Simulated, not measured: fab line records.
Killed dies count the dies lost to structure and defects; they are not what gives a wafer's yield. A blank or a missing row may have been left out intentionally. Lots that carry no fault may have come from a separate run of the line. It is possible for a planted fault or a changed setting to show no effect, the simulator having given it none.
Comparing a struck lot with a sound one	flow nand-harc	15 steps out of a route of 1159
Sound: these wafers, L635.2, L635.3, L635.6. Struck: wafer L649.3 (left out: L649.2, L649.4 of the same lot, which were not struck); the cause appears at the end.
At each step with rows: each side's tool, then ch and its chambers, then its first start. Under that, the readings that differ: sound wafers	struck wafers	difference of the means	sigmas: that difference in standard deviations of wafers without a fault.
alike: readings with means less than 2 such deviations apart, plus words and numbers identical on both sides. not compared: withheld readings, readings lacking a value on some wafer, bounds such as >300 that could conceal the same value, and numbers that have no deviation in the record and whose values overlap.
Wherever a step has rows on one side only, a row that says differs or no value, or a row with sigmas, the two part there. Non-overlapping numbers with no deviation appear without sigmas and do not part them. A reading that every wafer of one side lacks parts them only if that side has two wafers or more.

first, 7 steps without rows for these wafers: NHARC_A_CONTACT_COAT_62 (time 65 s); NHARC_A_CONTACT_COAT_63 (resist thk 90 nm); NHARC_A_CONTACT_SOFTBAKE_64 (time 55 s); NHARC_A_CONTACT_EBR_65; NHARC_A_CONTACT_EXPOSE_66 (exposes mask A CC 2); NHARC_A_CONTACT_PEB_67 (peb time 65 s); NHARC_A_CONTACT_DEVELOP_68 (develop time 35 s).
NHARC_A_CONTACT_CD_MEAS_69: target cd 200 nm.
  sound on cd-sem-02 ch 0, day 17 04:19; struck on cd-sem-02 ch 0, day 20 05:01
  alike: cd-nm
NHARC_A_CONTACT_OVL_MEAS_70:
  sound: overlay-02 at day 17 04:25; struck: overlay-01 at day 20 05:07
reading	sound	struck	difference	sigmas
overlay-x-nm (nm)	-1.3 -1.0 -1.5	0.9	+2.2	+3
  alike: overlay-y-nm
NHARC_A_CONTACT_INSPECT_71:
  sound: defect-inspect-01 at day 17 04:26; struck: defect-inspect-02 at day 20 05:09
  alike: raw-defect-count
NHARC_A_CONTACT_DESCUM_74: chemistry O2, time 3 s.
  sound on rie-diel-13 ch 2,3, day 17 04:30; struck on rie-diel-01 ch 2, day 20 05:13
  alike: drypump-motor-current-A, oes-product-au, rf-vpp-V, showerhead-plenum-p-Torr, throttle-valve-pct
  not compared: rf-hours-counter-h
NHARC_A_CONTACT_ETCH_75: etches the open film in CF4, target depth 39 nm, time 65 s.
  sound on rie-diel-13 ch 0,2,3, day 17 04:37; struck on rie-diel-01 ch 0, day 20 05:21
  alike: drypump-motor-current-A, oes-product-au, rf-vpp-V, showerhead-plenum-p-Torr, throttle-valve-pct
  not compared: rf-hours-counter-h
NHARC_A_CONTACT_ETCH_76: etches the open film in N2/H2, target depth 260 nm, time 475.3 s.
  sound on rie-diel-13 ch 2,3, day 17 04:43; struck on rie-diel-01 ch 1, day 20 05:28
reading	sound	struck	difference	sigmas
oes-product-au (a.u.)	0.983 0.990 0.991	0.839	-0.149	-18
  alike: drypump-motor-current-A, rf-vpp-V, showerhead-plenum-p-Torr, throttle-valve-pct
  not compared: rf-hours-counter-h
NHARC_A_CONTACT_ETCH_77: etches the open film in CF4/CHF3, target depth 72.6 nm, time 36.3 s.
  sound on rie-diel-13 ch 1,2,3; struck on rie-diel-01 ch 3
reading	sound	struck	difference	sigmas
oes-product-au (a.u.)	0.913 0.908 0.920	0.972	+0.058	+3
  alike: drypump-motor-current-A, rf-vpp-V, showerhead-plenum-p-Torr, throttle-valve-pct
  not compared: rf-hours-counter-h
-- the record jumps here: 3 days lie between the struck wafers' starts before and after (it left off in module A_CONTACT and takes up again in module END, whose first step shown is number 1159 of the route) --
NHARC_END_SORT_01:
  here the record holds rows for the struck wafers (prober-02 ch 0, day 23 09:44) but none for the sound ones

WHERE THEY PART
Last at NHARC_END_SORT_01 as far as this record goes, first at NHARC_A_CONTACT_OVL_MEAS_70.

WHY: whatever the simulator had introduced
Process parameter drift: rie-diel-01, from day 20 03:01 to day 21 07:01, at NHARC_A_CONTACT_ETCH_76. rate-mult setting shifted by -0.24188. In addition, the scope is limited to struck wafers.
